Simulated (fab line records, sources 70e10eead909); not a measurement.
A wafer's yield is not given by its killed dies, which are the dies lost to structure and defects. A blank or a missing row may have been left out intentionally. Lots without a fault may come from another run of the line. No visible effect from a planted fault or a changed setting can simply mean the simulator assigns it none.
Problem report in the 8D (eight disciplines) form, filled by code | flow nandHarc | the parts of the form that need people (team, actions taken, sign-off) are left out

== 1. THE ISSUE ==
A mean of 668 nm is read at NHARC_A_ONON_D1_THK_MEAS_21 for thkNm, taken on 1 wafer of 1 lot, against 999 nm (standard deviation 9.1) on wafers free of any fault. Measured from the usual mean, that is -36 standard deviations.
The step: measures by ellipsometry.
Seen first at day 10 06:54 on filmMetro-01, wafer L149.1. The record has a number at this step for 39 wafers belonging to 13 lots. Rule for "out" (also "out of limits"): further than 4 standard deviations from the usual mean. The rest of the wafers with a number are treated as sound.

== 2. WHAT THIS IS AND IS NOT ==
question                    | is                | is not
which readings at this step | thkNm             | -
which lots                  | L149              | L140, L141, L143, L145, L153, L155, L156, L158, L159, L161, L162, L163
which wafers of those lots  | L149.1            | L149.3, L149.5
read on which gauges        | filmMetro-01      | filmMetro-02
when                        | from day 10 06:54 | up to then (14 sound wafers); but 24 sound wafers of L153, L155, L156, L158, L159, L161, L162, L163 came after

== 3. THE SUSPECTS, EACH WITH WHAT RULES IT OUT ==
Counting: if a tool at a process step up to the reading ran every lot that is out, it stays a suspect. Sound lots after the first of them don't rule it out here, since some wafers of a struck lot are sound.
- the gauge at NHARC_A_ONON_D1_THK_MEAS_21: ruled out. All the wafers that are out were read on filmMetro-01, but those of them that NHARC_END_SORT_01 has rows for are out there too, on other tools.
- pvdSputter-01 at NHARC_P_BONDPAD_PVD_27 (deposits Cu, target thk 30 nm, time 20.49 s): kept. It ran the lot that is out, L149 (day 8 18:17); its last sound lot up to then is L141 (day 6 07:16). NHARC_P_BONDPAD_PVD_27 gives no start for some lots, so the hours and the order of its lots are those of NHARC_P_BONDPAD_CMP_19.
- cmp-02 at NHARC_P_BONDPAD_CMP_19 (polishes, t overpolish 30 s, cu recess touch 16 s, target thk 160.81 nm): kept. It ran the lot that is out, L149 (day 8 18:17); its last sound lot up to then is L143 (day 7 05:33).
- pecvdOnon-03 at NHARC_A_ONON_D1_DEP_19 (target thk 1000 nm): kept. It ran the lot that is out, L149 (day 10 06:23); its last sound lot up to then is L145 (day 9 08:39).
- Within cmp-02 at NHARC_P_BONDPAD_CMP_19: the wafers that are out ran in chamber 1; their sound lot-mates ran in chambers 2, 3.
Left after counting: pvdSputter-01 at NHARC_P_BONDPAD_PVD_27, cmp-02 at NHARC_P_BONDPAD_CMP_19, pecvdOnon-03 at NHARC_A_ONON_D1_DEP_19.

== 4. THE CAUSE (what the simulator had put in) ==
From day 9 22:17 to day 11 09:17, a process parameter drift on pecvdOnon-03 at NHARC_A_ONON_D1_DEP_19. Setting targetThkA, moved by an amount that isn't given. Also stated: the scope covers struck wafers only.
After counting, 3 suspects remain, this tool included.

== 5. SEQUENCE OF EFFECTS, ordered by route ==
Rows list readings where the struck wafers' mean (over those with a number) sits beyond 3 standard deviations from the usual. Scope: only readings with a usual standard deviation given in the record; hours: median across lots of the time from each lot's start at the first step in this table that gives one to its start at this step; sigmas: change in usual standard deviations.
hours | step                        | reading       | usual  | on struck wafers | change | sigmas
0     | NHARC_A_ONON_D1_THK_MEAS_21 | thkNm         | 999 nm | 668              | -331   | -36
283   | NHARC_END_SORT_01           | killedAtArray | 29     | 676              | +647   | +50
283   | NHARC_END_SORT_01           | killedDies    | 33     | 677              | +644   | +50
At these later measuring or inspecting steps, every struck wafer for which the step has a row has a number for every such reading, and none has moved that far: NHARC_A_ONON_D1_INSPECT_32.

== 6. HOW IT WOULD HAVE BEEN CAUGHT EARLIER ==
In this record the first reading out of limits at a measuring or inspecting step was taken at day 10 06:54, 9 hours after the fault began at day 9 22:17.
The start of NHARC_A_ONON_D1_DEP_19 on pecvdOnon-03 came by day 10 06:54 for every one of the lots that are out (1). Had the tool been put on hold then, not one of them would have been saved.
